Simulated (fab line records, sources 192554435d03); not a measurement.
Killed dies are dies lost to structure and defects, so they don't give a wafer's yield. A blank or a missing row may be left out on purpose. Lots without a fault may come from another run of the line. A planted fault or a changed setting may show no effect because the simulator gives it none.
fab line records | flow n5_finfet
record lots=11 wafers=33 last_day=17
route steps=1938 shown BEOL_M14@1762 PAD_METAL@1896 PASSIVATION@1925
lots that met no fault: from a run of the same line without faults
start_h: hours from the record's first day to the start of the lot's first wafer shown | wait_h: hours since the lot's step before | " the same as in the row above | L1.1+2: a row that stands for several wafers | - no value, or no start given | * or withheld: withheld | < > ~ a bound
route shown NAME@n: a module of which the file shows steps, and the number in the route of the first | usual: mean/standard deviation of fault-free wafers | same: alike in all rows | chamber/n: place in a boat | sites: the reading at each site | _std_site: their standard deviation | _edge_site: outer sites' mean less inner sites' | radius_mm: how far each site lies from the wafer's centre | mask NAME#n: copy n | behind: the tool/chamber that last shaped the wafer | hold: why the lot was held/for how many hours/how that ended | device: the transistor (n, p or np) that didn't switch | end of line: the same wafers' tests at the end of the route | a step without rows: its recipe alone | killed: dies lost to structure and defects at the first sort, not the wafer's yield | map: a wafer's dies, x killed, . not, _ none there
set.NAME: the setting as run; set.NAME@STEP: as run at that earlier step | model.NAME: the simulator's own value behind a step, which no gauge read
steps of the route over a sample of lots; a table a step, a row a wafer
services: from which hour (start_h, from the record's first day; less than 0 if before it) a tool's chamber was out of use, for how many hours, and why
## steps
# step N5_BEOL_M14_SPUTTER_43
# recipe material=TaN target_thk_a=150 temp_c=50 bias_v=168.6 power_w=15000 chamber_pressure_pa=0.12 time_s=24.19
# usual bias_v=168.5/1.6 throttle_valve_pct=29.5/0.73
# columns lot.wafer tool chamber start_h wait_h bias_v throttle_valve_pct
L255.1 pvd_sputter-02 - 270.49 0.0 168.4 28.1
L255.3 " - " " 170.6 29.5
L255.5 " - " " 168.7 29.8
L257.1 pvd_sputter-01 - 280.27 0.0 169.7 30.4
L257.4 " - " " 166.9 28.8
L257.5 " - " " 170.1 29.6
L254.3 pvd_sputter-02 - 286.29 0.0 170.0 28.3
L254.5 " - " " 170.8 29.6
L254.6 " - " " 167.9 30.4
L256.1 pvd_sputter-01 - 290.79 0.0 169.0 29.7
L256.5 " - " " 167.6 29.8
L256.6 " - " " 171.9 28.7
L262.1 pvd_sputter-01 - 304.28 0.0 166.5 30.1
L262.2 " - " " 168.6 30.5
L262.5 " - " " 166.0 28.6
L258.2 pvd_sputter-02 - 318.45 0.0 169.4 30.3
L258.4 " - " " 169.8 29.5
L258.6 " - " " 169.7 29.8
L259.1 pvd_sputter-03 - 320.96 0.0 170.0 30.1
L259.2 " - " " 167.9 29.0
L259.5 " - " " 168.4 30.1
L268.1 pvd_sputter-03 - 363.87 0.0 169.9 30.3
L268.4 " - " " 166.8 29.8
L268.6 " - " " 171.6 29.4
L271.1 pvd_sputter-03 - 379.76 0.0 166.5 30.0
L271.4 " - " " 168.9 29.2
L271.5 " - " " 169.0 30.2
L275.1 pvd_sputter-02 - 385.73 0.0 169.2 29.4
L275.3 " - " " 169.1 30.4
L275.5 " - " " 169.4 27.8
L273.1 pvd_sputter-02 - 390.95 0.0 165.0 29.2
L273.5 " - " " 167.4 29.5
L273.6 " - " " 171.2 30.5
# step N5_PASSIVATION_AL_DEP_21
# recipe material=Al target_thk_a=28000 temp_c=400 time_s=170 power_w=30000 chamber_pressure_pa=0.4 gas=Ar
# usual throttle_valve_pct=29.5/0.75
# columns lot.wafer tool chamber start_h wait_h throttle_valve_pct
L255.1 pvd_sputter-01 - 285.53 0.1 28.9
L255.3 " - " " 29.9
L255.5 " - " " 28.8
L257.1 pvd_sputter-03 - 294.99 0.1 29.3
L257.4 " - " " 28.6
L257.5 " - " " 30.5
L254.3 pvd_sputter-01 - 303.60 0.1 30.6
L254.5 " - " " 30.0
L254.6 " - " " 28.7
L256.1 pvd_sputter-02 - 304.77 0.1 29.7
L256.5 " - " " 29.4
L256.6 " - " " 29.7
L262.1 pvd_sputter-01 - 322.36 0.1 28.7
L262.2 " - " " 30.6
L262.5 " - " " 29.7
L258.2 pvd_sputter-01 - 335.12 0.1 30.0
L258.4 " - " " 28.7
L258.6 " - " " 29.8
L259.1 pvd_sputter-02 - 339.54 0.1 29.3
L259.2 " - " " 30.2
L259.5 " - " " 29.5
L268.1 pvd_sputter-03 - 380.22 0.1 30.0
L268.4 " - " " 29.7
L268.6 " - " " 29.6
L271.1 pvd_sputter-03 - 396.82 0.1 28.8
L271.4 " - " " 29.5
L271.5 " - " " 29.2
L275.1 pvd_sputter-01 - 400.98 0.1 29.9
L275.3 " - " " 30.5
L275.5 " - " " 30.0
L273.1 pvd_sputter-02 - 404.74 0.1 27.9
L273.5 " - " " 29.5
L273.6 " - " " 29.1
# step N5_PASSIVATION_CD_MEAS_44
# recipe target_cd_nm=40000 landing_energy_ev=500 detector=se_inlens
# usual cd_nm=40002/3.3
# columns lot.wafer tool chamber start_h wait_h cd_nm
L255.1 cd_sem-03 0 287.98 - 39998
L255.3 " 0 " " 40000
L255.5 " 0 " " 40003
L257.1 cd_sem-01 0 297.66 - 40003
L257.4 " 0 " " 40001
L257.5 " 0 " " 40003
L254.3 cd_sem-03 0 305.96 - 40001
L254.5 " 0 " " 40001
L254.6 " 0 " " 40001
L256.1 cd_sem-03 0 307.28 - 40005
L256.5 " 0 " " 40000
L256.6 " 0 " " 40001
L262.1 cd_sem-02 0 325.21 - 40001
L262.2 " 0 " " 40002
L262.5 " 0 " " 39999
L258.2 cd_sem-01 0 337.46 - 40002
L258.4 " 0 " " 39998
L258.6 " 0 " " 39998
L259.1 cd_sem-03 0 341.88 - 40001
L259.2 " 0 " " 40002
L259.5 " 0 " " 40002
L268.1 cd_sem-02 0 382.57 - 40002
L268.4 " 0 " " 40002
L268.6 " 0 " " 40006
L271.1 cd_sem-01 0 399.17 - 40001
L271.4 " 0 " " 39999
L271.5 " 0 " " 40002
L275.1 cd_sem-01 0 403.67 - 40003
L275.3 " 0 " " 40003
L275.5 " 0 " " 40004
L273.1 cd_sem-01 0 407.07 - 40002
L273.5 " 0 " " 40008
L273.6 " 0 " " 40005
# step N5_PASSIVATION_STRIP_48
# recipe chemistry=O2 power_w=600 temp_c=60 pressure_mtorr=30 rf_frequency_hz=6e+07 bias_power_w=0 overash_fraction=0.5 o2_flow_sccm=225
# usual chamber_pressure_mTorr=30.01/0.15 drypump_motor_current_A=5.8/0.39 oes_product_au=0.78/0.074 rf_vpp_V=3.4/2.1 showerhead_plenum_p_Torr=2.10/0.069 throttle_valve_pct=16.76/0.26
# columns lot.wafer tool chamber start_h wait_h chamber_pressure_mTorr drypump_motor_current_A oes_product_au rf_hours_counter_h rf_vpp_V showerhead_plenum_p_Torr throttle_valve_pct
L255.1 rie_diel-06 2 288.62 0.1 29.85 6.8 0.71 218 2.0 2.07 17.24
L255.3 " 1 " " 30.11 5.7 0.79 112 4.1 2.02 16.89
L255.5 " 0 " " 29.86 5.7 0.72 - 0.6 2.09 16.91
L257.1 rie_diel-06 1 298.30 0.1 29.93 5.7 0.79 117 2.4 2.02 17.00
L257.4 " 0 " " 30.89 5.8 0.71 180 3.4 2.10 16.83
L257.5 " 1 " " 29.98 5.7 0.78 - 10.0 2.02 16.91
L254.3 rie_diel-03 1 306.61 0.1 30.11 5.8 0.83 79 3.4 2.22 16.45
L254.5 " 2 " " 30.27 5.6 0.77 - 5.2 2.19 16.98
L254.6 " 3 " " 29.93 5.1 0.97 - 2.8 2.24 16.44
L256.1 rie_diel-06 3 307.93 0.1 29.81 5.4 0.78 133 6.7 2.10 16.57
L256.5 " 0 " " 30.15 5.8 0.73 - 5.4 2.09 16.95
L256.6 " 1 " " 30.03 5.8 0.76 - 2.8 2.02 16.91
L262.1 rie_diel-06 3 325.85 0.1 30.02 5.4 0.79 139 2.1 2.10 16.55
L262.2 " 1 " " 30.00 5.7 0.74 128 3.6 2.01 16.92
L262.5 " 1 " " 30.07 5.9 0.78 - 4.6 2.01 16.98
L258.2 rie_diel-01 2 338.14 0.1 29.93 5.8 0.67 242 0.9 2.16 17.05
L258.4 " 3 " " 29.96 6.1 0.82 59 7.1 2.03 16.27
L258.6 " 2 " " 30.11 5.8 0.69 - 1.8 2.16 16.98
L259.1 rie_diel-01 1 342.52 0.1 30.08 5.5 0.74 164 2.3 2.10 16.48
L259.2 " 3 " " 29.84 6.1 0.83 61 5.4 2.03 16.27
L259.5 " 2 " " 29.91 5.9 0.70 - 1.5 2.16 16.98
L268.1 rie_diel-06 0 383.21 0.1 30.20 5.8 0.69 211 3.2 2.08 16.92
L268.4 " 1 " " 30.06 5.8 0.76 - 1.1 2.00 17.04
L268.6 " 3 " " 29.84 5.4 0.75 - 0 2.09 16.65
L271.1 rie_diel-01 3 399.81 0.1 29.92 6.1 0.80 85 4.8 2.02 16.37
L271.4 " 2 " " 30.06 5.9 0.93 10 3.3 2.15 16.55
L271.5 " 0 " " 30.01 5.4 0.77 - 3.4 2.01 17.00
L275.1 rie_diel-01 0 404.42 0.1 30.05 5.5 0.82 116 1.7 2.02 16.94
L275.3 " 3 " " 29.92 6.0 0.80 87 5.8 2.02 16.32
L275.5 " 2 " " 29.79 5.9 0.91 - 0.4 2.15 16.54
L273.1 rie_diel-03 0 407.72 0.1 30.14 6.0 0.86 46 5.9 2.14 16.75
L273.5 " 1 " " 30.13 5.8 0.78 - 2.8 2.20 16.54
L273.6 " 2 " " 29.87 5.7 0.73 - 3.7 2.18 16.97
# step N5_PASSIVATION_PROBE_49
# usual defect_limited_yield=91.1/1.4 killed_at_M0_to_M3=33/10 killed_at_M4_up=15/5.8 killed_at_contacts=13/5.9 killed_at_front_end=39/11 killed_at_other=4/3.6 killed_dies=105/16 killed_on_rim=13/3.7 killed_open=68/11 killed_short=34/7.8 sort_bin_5_function=5.2/0.88 sort_bin_6_memory=3.3/0.61 sort_n_pass=1075/16 sort_yield_pct=91.1/1.4
# same gross_dies=1180 killed_at_back_side=0 sort_bin_4_leakage[%]=0 sort_bin_8_speed[%]=0
# columns lot.wafer tool chamber start_h wait_h defect_limited_yield[%] killed_at_M0_to_M3 killed_at_M4_up killed_at_contacts killed_at_front_end killed_at_other killed_dies killed_on_rim killed_open killed_short sort_bin_5_function[%] sort_bin_6_memory[%] sort_n_pass sort_yield_pct[%]
L254.3 prober-01 - 309.37 0.3 92.5 29 20 13 25 1 88 15 67 19 4.3 3.1 1092 92.5
L254.5 prober-01 - 309.47 0.4 91.4 30 8 18 42 4 102 11 69 28 4.9 3.2 1078 91.4
L254.6 prober-01 - 309.52 0.4 91.4 37 15 14 34 2 102 14 57 37 5.1 2.7 1078 91.4
L262.1 prober-02 - 328.35 0.0 90.3 26 34 19 29 6 114 9 77 29 5.8 3.7 1066 90.3
L262.2 prober-02 - 328.40 0.1 91.2 29 15 19 39 2 104 10 67 33 4.7 3.8 1076 91.2
L262.5 prober-02 - 328.55 0.2 92.1 19 9 22 39 4 93 18 66 25 4.4 3.1 1087 92.1
L258.2 prober-01 - 340.70 0.1 92.1 11 8 19 51 4 93 10 63 28 3.9 3.6 1087 92.1
L258.6 prober-01 - 340.90 0.3 89.6 35 19 17 46 6 123 13 87 33 6.1 4.0 1057 89.6
L268.1 prober-02 - 385.70 0.0 80.8 30 155 11 31 0 227 12 58 25 11.3 4.9 953 80.8
L268.4 prober-02 - 385.85 0.2 90.1 25 19 15 58 0 117 20 84 29 5.6 4.0 1063 90.1
L268.6 prober-02 - 385.95 0.3 92.4 27 9 13 41 0 90 10 53 34 4.3 2.9 1090 92.4
L271.1 prober-02 - 402.30 0.0 81.5 23 152 17 26 0 218 10 57 18 11.1 4.0 962 81.5
L271.4 prober-02 - 402.45 0.2 92.6 21 18 12 34 2 87 9 52 32 3.9 3.2 1093 92.6
L271.5 prober-02 - 402.50 0.2 81.1 18 152 21 32 0 223 4 55 30 12.6 3.6 957 81.1
# killed by level:class
L254.3 MOL_CONTACT_COAG:geometric_particle:open=12 BEOL_M4:geometric_particle:open=11 BEOL_M0:geometric_particle:open=9 BEOL_M1:geometric_particle:open=7 STI_FIN_REVEAL:geometric_particle:open=6 BEOL_M5:geometric_particle:open=5 ILD0:geometric_particle:open=4 BEOL_M0_SAQP:geometric_particle:short=4
L254.5 MOL_CONTACT_COAG:geometric_particle:open=16 FIN_SAQP:geometric_particle:open=7 BEOL_M1:geometric_particle:open=7 GATE_CUT:geometric_particle:open=5 BEOL_M0_SAQP:geometric_particle:short=5 FIN_SAQP:geometric_particle:short=4 DUMMY_GATE:geometric_particle:open=4 ILD0:geometric_particle:short=4
L254.6 MOL_CONTACT_COAG:geometric_particle:open=9 BEOL_M2:geometric_particle:open=7 BEOL_M0_SAQP:geometric_particle:open=6 BEOL_M1:geometric_particle:open=6 BEOL_M0_SAQP:geometric_particle:short=5 MOL_CONTACT_COAG:geometric_particle:short=5 FIN_SAQP:geometric_particle:short=4 FIN_SAQP:geometric_particle:open=4
L262.1 BEOL_M4:geometric_particle:open=19 MOL_CONTACT_COAG:geometric_particle:open=13 BEOL_M3:geometric_particle:open=8 FIN_SAQP:geometric_particle:open=6 STI_FIN_REVEAL:geometric_particle:open=5 DUMMY_GATE:geometric_particle:open=5 BEOL_M5:geometric_particle:open=5 MOL_CONTACT_COAG:geometric_particle:short=4
L262.2 MOL_CONTACT_COAG:geometric_particle:open=17 DUMMY_GATE:geometric_particle:open=7 BEOL_M0_SAQP:geometric_particle:short=7 BEOL_M1:geometric_particle:open=7 BEOL_M4:geometric_particle:open=6 BEOL_M3:geometric_particle:open=6 FIN_SAQP:geometric_particle:open=5 STI_FIN_REVEAL:geometric_particle:open=4
L262.5 MOL_CONTACT_COAG:geometric_particle:open=16 FIN_SAQP:geometric_particle:open=10 STI_FIN_REVEAL:geometric_particle:open=8 FIN_SAQP:geometric_particle:short=7 MOL_CONTACT_COAG:geometric_particle:short=6 DUMMY_GATE:geometric_particle:open=5 BEOL_M3:geometric_particle:open=5 BEOL_M1:geometric_particle:open=4
L258.2 FIN_SAQP:geometric_particle:open=17 MOL_CONTACT_COAG:geometric_particle:open=16 FIN_SAQP:geometric_particle:short=13 BEOL_M0_SAQP:geometric_particle:open=5 STARTING-WAFER:geometric_particle:open=5 GATE_CUT:geometric_particle:short=3 MOL_CONTACT_COAG:geometric_particle:short=3 STI_FIN_REVEAL:geometric_particle:open=2
L258.6 MOL_CONTACT_COAG:geometric_particle:open=12 GATE_CUT:geometric_particle:short=10 FIN_SAQP:geometric_particle:open=8 BEOL_M5:geometric_particle:open=8 BEOL_M3:geometric_particle:open=7 STI_FIN_REVEAL:geometric_particle:open=6 BEOL_M0_SAQP:geometric_particle:open=6 MOL_CONTACT_COAG:geometric_particle:short=5
L268.1 BEOL_M14:unspecified=143 BEOL_M2:geometric_particle:open=9 MOL_CONTACT_COAG:geometric_particle:open=9 BEOL_M4:geometric_particle:open=6 FIN_SAQP:geometric_particle:short=5 GATE_CUT:geometric_particle:short=5 BEOL_M1:geometric_particle:open=5 DUMMY_GATE:geometric_particle:open=4
L268.4 STI_FIN_REVEAL:geometric_particle:open=19 MOL_CONTACT_COAG:geometric_particle:open=13 BEOL_M1:geometric_particle:open=8 GATE_CUT:geometric_particle:short=7 DUMMY_GATE:geometric_particle:open=6 STI_FIN_REVEAL:geometric_particle:short=4 BEOL_M0_SAQP:geometric_particle:open=4 STARTING-WAFER:geometric_particle:open=4
L268.6 MOL_CONTACT_COAG:geometric_particle:open=12 BEOL_M3:geometric_particle:open=8 STI_FIN_REVEAL:geometric_particle:open=7 GATE_CUT:geometric_particle:short=7 STARTING-WAFER:geometric_particle:open=5 FIN_SAQP:geometric_particle:short=4 BEOL_M1:geometric_particle:open=4 BEOL_M2:geometric_particle:open=4
L271.1 BEOL_M14:unspecified=143 MOL_CONTACT_COAG:geometric_particle:open=15 STI_FIN_REVEAL:geometric_particle:open=10 BEOL_M4:geometric_particle:open=5 BEOL_M0_SAQP:geometric_particle:open=5 BEOL_M2:geometric_particle:open=5 DUMMY_GATE:geometric_particle:open=4 GATE_CUT:geometric_particle:short=4
L271.4 FIN_SAQP:geometric_particle:short=11 STI_FIN_REVEAL:geometric_particle:open=9 FIN_SAQP:geometric_particle:open=7 MOL_CONTACT_COAG:geometric_particle:open=7 BEOL_M4:geometric_particle:open=6 BEOL_M1:geometric_particle:open=5 MOL_CONTACT_COAG:geometric_particle:short=5 BEOL_M0_SAQP:geometric_particle:open=5
L271.5 BEOL_M14:unspecified=136 MOL_CONTACT_COAG:geometric_particle:open=17 STI_FIN_REVEAL:geometric_particle:open=10 FIN_SAQP:geometric_particle:short=7 BEOL_M4:geometric_particle:short=7 BEOL_M0_SAQP:geometric_particle:short=4 DUMMY_GATE:geometric_particle:open=4 GATE_CUT:geometric_particle:short=4
## services
# columns tool chamber start_h hours kind
rie_diel-01 1 247.05 2.6 repair
rie_diel-03 3 247.54 9.3 repair
rie_diel-03 0 259.40 - clean
rie_diel-03 0 259.40 - consumable_replace:focus_ring
rie_diel-03 0 259.40 20.5 scheduled_down
rie_diel-03 0 259.40 20.5 vent_cycle
rie_diel-03 - 267.25 1.6 repair
rie_diel-03 3 279.88 - clean
rie_diel-03 3 279.88 - consumable_replace:focus_ring
rie_diel-03 3 279.88 - consumable_replace:showerhead
rie_diel-03 2 330.71 4.4 repair
rie_diel-01 2 357.51 - clean
rie_diel-01 2 357.51 - consumable_replace:focus_ring
rie_diel-01 2 357.51 16.1 scheduled_down
rie_diel-01 2 357.51 16.1 vent_cycle
rie_diel-06 - 370.27 2.8 pm
rie_diel-06 2 379.23 - clean
rie_diel-06 2 379.23 - consumable_replace:esc
rie_diel-06 2 379.23 - consumable_replace:focus_ring
rie_diel-06 2 379.23 23.6 scheduled_down
rie_diel-06 2 379.23 23.6 vent_cycle
rie_diel-06 1 389.46 5.7 repair
rie_diel-03 3 390.81 4.9 repair
pvd_sputter-01 - 397.33 2.9 repair
## key
first_sign step=N5_PASSIVATION_PROBE_49 reading=killed_at_M4_up direction=up sigmas=24 usual=15 struck=153
effect step=N5_PASSIVATION_PROBE_49 reading=defect_limited_yield direction=down sigmas=7.4 usual=91.1 struck=81.1
more_kills_born_at N5_BEOL_M14_SPUTTER_43@pvd_sputter-03=422
met_at N5_BEOL_M14_SPUTTER_43
struck_lots L268,L271
struck_wafers L268.1,L271.1,L271.5
not_acting_at N5_PASSIVATION_AL_DEP_21,N5_PASSIVATION_CD_MEAS_44,N5_PASSIVATION_STRIP_48
onset_between 320.96 363.87
fault kind=chamber_particle_source tool=pvd_sputter-03 chamber=- onset_h=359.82 steps=N5_BEOL_M14_SPUTTER_43 rate_per_visit_cm2=1.2889 end_h=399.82 scope=struck_wafers_only
